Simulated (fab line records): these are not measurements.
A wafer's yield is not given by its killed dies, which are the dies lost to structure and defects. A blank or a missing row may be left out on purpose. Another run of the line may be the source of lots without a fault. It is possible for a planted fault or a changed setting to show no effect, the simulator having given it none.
Lot-split experiment	flow n5_finfet	21 wafers read from 7 lots, route of 1938 steps

== THE SPLIT ITSELF ==
At N5_BEOL_M8_COAT_05 (resist thk 90 nm), the setting spin_rpm was moved away from the recipe's 1500 rpm on 9 of the 21 wafers read, by -10.9% to +10.7%. This setting was run at the recipe's value on the other wafers.

== FROM THE SPLIT TO THE READING: what the file shows between them, 5 steps ==
- N5_BEOL_M8_EBR_07
- N5_BEOL_M8_SOFTBAKE_06: time 60 s
- N5_BEOL_M8_EXPOSE_08: exposes mask M8
- N5_BEOL_M8_PEB_09: peb time 60 s
- N5_BEOL_M8_DEVELOP_10: develop time 30 s

== THE READING ==
CAR-ArF_of_BEOL_M8_COAT_05.thk_nm (the simulator's own value, which no gauge read), in nm, at N5_BEOL_M8_DESCUM_16 (chemistry O2, time 7.9 s). No usual value for it is given in the file. Here, 12 wafers ran the recipe; their average is 83.4 nm with a standard deviation of 0.22 nm.

wafer	tool, chamber at the split	spin_rpm as run, rpm	against the recipe	CAR-ArF_of_BEOL_M8_COAT_05.thk_nm, nm	against lot-mates on the recipe
L079.3	litho_track-04, 0	1500	recipe	83.2	-
L079.5	litho_track-04, 0	1500	recipe	83.6	-
L079.6	litho_track-04, 0	1500	recipe	83.6	-
L085.2	litho_track-04, 0	1660	+10.7%	78.6	-4.6
L085.5	litho_track-04, 0	1660	+10.7%	78.8	-4.4
L085.6	litho_track-04, 0	1500	recipe	83.2	-
L084.1	litho_track-02, 0	1500	recipe	83.6	-
L084.2	litho_track-02, 0	1367	-8.9%	87.8	+4.5
L084.6	litho_track-02, 0	1500	recipe	83	-
L091.1	litho_track-03, 0	1500	recipe	83.6	-
L091.4	litho_track-03, 0	1500	recipe	83.4	-
L091.5	litho_track-03, 0	1337	-10.9%	88.6	+5.1
L092.3	litho_track-02, 0	1500	recipe	83.6	-
L092.4	litho_track-02, 0	1547	+3.1%	82.6	-1.0
L092.5	litho_track-02, 0	1547	+3.1%	82.6	-1.0
L096.2	litho_track-04, 0	1500	recipe	83.2	-
L096.3	litho_track-04, 0	1500	recipe	83.2	-
L096.4	litho_track-04, 0	1609	+7.3%	80.2	-3.0
L097.1	litho_track-04, 0	1354	-9.7%	88.2	+4.6
L097.2	litho_track-04, 0	1500	recipe	83.6	-
L097.4	litho_track-04, 0	1354	-9.7%	88.4	+4.8

THE FIT
A straight line over all 21 wafers: CAR-ArF_of_BEOL_M8_COAT_05.thk_nm changes by -0.465 nm for each +1% of spin_rpm; r = -0.99; the points scatter about the line by 0.28 nm.
The same after taking each lot's own level away (the mean of its wafers on the recipe; 21 wafers): -0.452 nm for each +1%; r = -1.00; scatter 0.23 nm.
The reading moves by 4.9 nm for the largest change in spin_rpm, on that fit.
From 83.20 to 83.60 nm: that is the span of the lots' own levels, equal to 1.9 times the standard deviation above.
The two slopes are in agreement: the lot-to-lot level therefore moves the slope only a little.
Check: +5.05 nm against its lot-mates is what the line predicts for one of the wafers moved furthest among these (-10.9%) when that wafer is left out of the fit. Against them it came out at +5.1 nm.

== THE OTHER SPLITS THESE WAFERS WENT THROUGH ==
Other splits were also applied to these wafers ahead of the reading. Each is held against what the fit with the lots' levels taken away leaves over:
other split on the same wafers	wafers away from the commonest value	r with CAR-ArF_of_BEOL_M8_COAT_05.thk_nm (lot level and that fit taken away)
N5_BEOL_M4_DESCUM_16 time_s	3	+0.15
N5_BEOL_M5_SPUTTER_81 time_s	9	-0.11
N5_BEOL_M6_ETCH_66 bias_w	6	+0.25
N5_BEOL_M6_ETCH_41 time_s	8	-0.29
N5_BEOL_M7_TRENCH_ETCH_37 time_s	8	-0.22
N5_BEOL_M7_ETCH_41 source_w	7	-0.35
N5_BEOL_M8_PECVD_70 temp_c	8	-0.06

== THE WHOLE CHAIN: every reading that the file lists as answering this split, in the file's order ==
step	what it does	reading	change (the file's fit)	r (the file's)
N5_BEOL_M8_COAT_05	resist thk 90 nm	CAR-ArF_of_BEOL_M8_COAT_05.thk_nm (the simulator's own value, which no gauge read)	-0.465 nm for each +1% of the setting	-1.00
N5_BEOL_M8_DEVELOP_10	develop time 30 s	CAR-ArF_of_BEOL_M8_COAT_05.thk_nm (the simulator's own value, which no gauge read)	-0.453 nm for each +1% of the setting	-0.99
N5_BEOL_M8_DESCUM_16	chemistry O2, time 7.9 s	CAR-ArF_of_BEOL_M8_COAT_05.thk_nm (the simulator's own value, which no gauge read)	-0.457 nm for each +1% of the setting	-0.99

== THE FILE'S OWN FIT ==
CAR-ArF_of_BEOL_M8_COAT_05.thk_nm changes by -0.457 nm for each +1% of spin_rpm, r = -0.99.
